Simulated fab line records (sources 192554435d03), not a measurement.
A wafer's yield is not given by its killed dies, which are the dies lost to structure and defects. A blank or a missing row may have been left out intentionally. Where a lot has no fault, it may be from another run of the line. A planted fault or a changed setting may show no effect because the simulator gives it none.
8D (eight disciplines) problem report, filled in by code    flow n5-finfet    the parts of the form that need people (team, actions taken, sign-off) are left out

1. WHAT IS WRONG
IOFF_N_LIN at N5_BEOL_M4_RC_MEAS_101 reads a mean of 0.152 nA/um on 2 wafers of 1 lot; wafers without a fault read 0.075 nA/um with a standard deviation of 0.014. That puts it +5.5 standard deviations away from the usual mean.
Earliest sighting: wafer L143.2 on prober-02 at day 12 06:02. The record has a number at this step for 9 wafers belonging to 3 lots. Rule for "out" (also "out of limits"): further than 4 standard deviations from the usual mean. All remaining wafers that have a number are taken as sound.

2. WHAT IT IS, WHAT IT ISN'T
question                     is                                                  is not
which readings at this step  IOFF_N_LIN, IOFF_N, IOFF_N_85C, IOFF_P, IOFF_P_LIN  SS_N
which lots                   L143                                                L134, L138
which wafers of those lots   L143.2, L143.5                                      L143.6
read on which gauges         prober-02                                           prober-01
when                         from day 12 06:02                                   up to then (7 sound wafers)

3. SUSPECTS, AND WHAT RULES EACH OUT
Counting: any tool at a process step up to the reading remains a suspect provided it ran every lot that is out. Sound lots after the first of them don't rule it out here, since some wafers of a struck lot are sound.
- the gauge at N5_BEOL_M4_RC_MEAS_101: kept. All the wafers that are out were read on prober-02, and no step on other tools shows them out.
- plasma-asher-02 at N5_STI_FIN_REVEAL_OXIDATION_31 (chemistry O2 PLASMA REMOTE, time 20 s): kept. L143, the lot that is out, went through it at day 6 07:49; up to then, the latest sound lot through it was L138 at day 5 00:25.
- Within plasma-asher-02 at N5_STI_FIN_REVEAL_OXIDATION_31, the wafers that are out were processed in chamber 1 and their sound lot-mates in chamber 0.
After counting, plasma-asher-02 at N5_STI_FIN_REVEAL_OXIDATION_31 and prober-02 at N5_BEOL_M4_RC_MEAS_101 remain.

4. THE CAUSE (what the simulator had put in)
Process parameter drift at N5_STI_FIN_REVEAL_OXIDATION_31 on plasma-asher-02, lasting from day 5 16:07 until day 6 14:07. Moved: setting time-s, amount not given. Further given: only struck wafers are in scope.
Of the 2 suspects that counting leaves, this tool is one.

5. SEQUENCE OF EFFECTS, ordered by route
Rows list readings where the struck wafers' mean (over those with a number) sits beyond 3 standard deviations from the usual. Only readings whose record carries a usual standard deviation are examined. hours: median over the lots of the time between each lot's start at the first step of this table that gives one and its start at this step. sigmas: the change, counted in usual standard deviations.
hours  step                     reading             usual           on struck wafers  change     sigmas
0      N5_BEOL_M4_RC_MEAS_101   DIBL_P              37.0 mV/V       45.1              +8.1       +3.4
0      N5_BEOL_M4_RC_MEAS_101   IOFF_N              0.17 nA/um      0.34              +0.17      +4.9
0      N5_BEOL_M4_RC_MEAS_101   IOFF_N_85C          3.2 nA/um       6.0               +2.8       +4.7
0      N5_BEOL_M4_RC_MEAS_101   IOFF_N_LIN          0.075 nA/um     0.152             +0.077     +5.5
0      N5_BEOL_M4_RC_MEAS_101   IOFF_N_LONG         5.43e-05 nA/um  6.34e-05          +9.10e-06  +3.2
0      N5_BEOL_M4_RC_MEAS_101   IOFF_P              0.22 nA/um      0.42              +0.20      +4.9
0      N5_BEOL_M4_RC_MEAS_101   IOFF_P_85C          3.8 nA/um       6.5               +2.7       +4.3
0      N5_BEOL_M4_RC_MEAS_101   IOFF_P_LIN          0.102 nA/um     0.184             +0.082     +5.1
0      N5_BEOL_M4_RC_MEAS_101   ION_N               673 uA/um       719               +46        +3.8
0      N5_BEOL_M4_RC_MEAS_101   ION_P               462 uA/um       489               +27        +3.2
0      N5_BEOL_M4_RC_MEAS_101   VT_N                250 mV          237               -13        -3.5
0      N5_BEOL_M4_RC_MEAS_101   VT_P                -250 mV         -238              +12        +3.2
121    N5_PASSIVATION_PROBE_49  sort_bin_4_leakage  0.00 %          2.38              +2.38      +77
Its process steps:
- N5_PASSIVATION_PROBE_49

6. HOW IT WOULD HAVE BEEN CAUGHT EARLIER
158 hours passed between the start of the fault at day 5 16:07 and the first reading out of limits at a measuring or inspecting step in this record, taken at day 12 06:02.
No tool reading at N5_STI_FIN_REVEAL_OXIDATION_31 that has a usual standard deviation in the record was out on any struck wafer, so an alarm limit of 4 standard deviations on those readings would not have fired.
By day 12 06:02 the whole set of lots that are out, 1 in number, had already begun N5_STI_FIN_REVEAL_OXIDATION_31 on plasma-asher-02. Holding the tool at that point would not have protected any of them.
